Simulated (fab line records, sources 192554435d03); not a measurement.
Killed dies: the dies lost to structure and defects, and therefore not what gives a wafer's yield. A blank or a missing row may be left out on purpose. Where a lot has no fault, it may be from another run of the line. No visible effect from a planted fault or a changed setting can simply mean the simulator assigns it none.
A struck lot beside a sound one ; flow n5Finfet ; 21 steps out of a route of 1938
Sound: the wafers L868.3, L868.5, L868.6. Wafers L882.1, L882.3, L882.6 were the ones struck. The cause comes at the end.
Per side, at each step with rows, come the tool, then ch with its chambers, and then its first start. Under that, the readings that differ: sound wafers ; struck wafers ; difference of the means ; sigmas: that difference in standard deviations of wafers without a fault.
alike: readings with means less than 2 such deviations apart, plus words and numbers identical on both sides. not compared: withheld readings, readings lacking a value on some wafer, bounds such as >300 that could conceal the same value, and numbers that have no deviation in the record and whose values overlap.
A row with sigmas, a row that says differs or no value, or rows on one side alone: a step with any of these is where the two part. Non-overlapping numbers with no deviation appear without sigmas and do not part them. A reading that every wafer of one side lacks parts them only if that side has two wafers or more.

N5_WELL_APT_CD_MEAS_08: target cd 200 nm.
  sound on cdSem-02 ch 0, day 2 13:44; struck on cdSem-01 ch 0, day 6 01:41
  alike: cdNm
N5_WELL_APT_OVL_MEAS_09:
  sound on overlay-01 ch 0, day 2 13:45; struck on overlay-02 ch 0, day 6 01:43
  alike: NWELL_OVL
N5_WELL_APT_INSPECT_10: inspects for defects (macro).
  struck on defectInspect-02, day 6 01:44; sound on defectInspect-02, day 2 13:47
  alike: rawDefectCount
N5_WELL_APT_DESCUM_13: chemistry O2, time 7.9 s.
  sound on rieDiel-06 ch 0,3, day 2 13:49; struck on rieDiel-03 ch 1,2,3, day 6 01:47
  alike: biasPowerW, drypumpMotorCurrentA, oesProductAu, rfVppV, showerheadPlenumPTorr, throttleValvePct
  not compared: rfHoursCounterH
then, 8 steps without rows for these wafers: N5_WELL_APT_IMPLANT_14; N5_WELL_APT_IMPLANT_15; N5_WELL_APT_STRIP_16 (strips in SPM, time 900 s); N5_WELL_APT_HMDS_18 (time 60 s); N5_WELL_APT_COAT_19 (resist thk 950 nm); N5_WELL_APT_EBR_21; N5_WELL_APT_SOFTBAKE_20 (time 60 s); N5_WELL_APT_EXPOSE_22 (exposes mask PWELL, defocus 0 nm, target cd 200 nm).
N5_WELL_APT_PEB_23: peb time 90 s.
  sound on lithoTrack-01 ch 0, day 2 14:52; struck on lithoTrack-01 ch 0, day 6 02:49
then, 2 steps without rows for these wafers: N5_WELL_APT_DEVELOP_24 (develop time 45 s); N5_WELL_APT_HARDBAKE_29 (time 120 s).
N5_WELL_APT_CD_MEAS_25: target cd 200 nm.
  sound on cdSem-02 ch 0, day 2 14:58; struck on cdSem-03 ch 0, day 6 02:56
reading;sound;struck;difference;sigmas
cdNm (nm);198.4 198.9 199.2;207.1 205.3 204.9;+6.9;+4
N5_WELL_APT_OVL_MEAS_26:
  sound on overlay-02 ch 0, day 2 15:00; struck on overlay-01 ch 0, day 6 02:58
  alike: PWELL_OVL
N5_WELL_APT_INSPECT_27: inspects for defects (macro).
  struck on defectInspect-01, day 6 02:59; sound on defectInspect-02, day 2 15:01
  alike: rawDefectCount
N5_WELL_APT_DESCUM_30: chemistry O2, time 7.9 s.
  sound on rieDiel-06 ch 2,3, day 2 15:04; struck on rieDiel-01 ch 1,2, day 6 03:01
reading;sound;struck;difference;sigmas
model.WELL_APT.cdNm (nm);198.2 199.1 199.4;207.2 205.1 204.9;+6.8;
  alike: biasPowerW, drypumpMotorCurrentA, oesProductAu, rfVppV, showerheadPlenumPTorr, throttleValvePct
  not compared: rfHoursCounterH
next, for these wafers, 1 step has no rows: N5_WELL_APT_IMPLANT_31.
-- a jump in the record: the struck wafers' starts before and after are 7 days apart (it breaks off in module WELL_APT and resumes in module BEOL_M4, where the first step shown is number 1111 of the route) --
N5_BEOL_M4_RC_MEAS_101:
  sound on prober-02 ch 0, day 8 17:28; struck on prober-01 ch 0, day 12 17:19
  alike: DIBL_N, DIBL_P, IOFF_N, IOFF_P, ION_N, ION_P, SS_N, SS_P, VT_N, VT_P

## WHERE THEY PART
Only at N5_WELL_APT_CD_MEAS_25, as far as this record shows. Later steps at which nothing parts them and some readings are alike: N5_WELL_APT_OVL_MEAS_26, N5_WELL_APT_INSPECT_27, N5_WELL_APT_DESCUM_30, N5_BEOL_M4_RC_MEAS_101.

WHY: what had been put in by the simulator
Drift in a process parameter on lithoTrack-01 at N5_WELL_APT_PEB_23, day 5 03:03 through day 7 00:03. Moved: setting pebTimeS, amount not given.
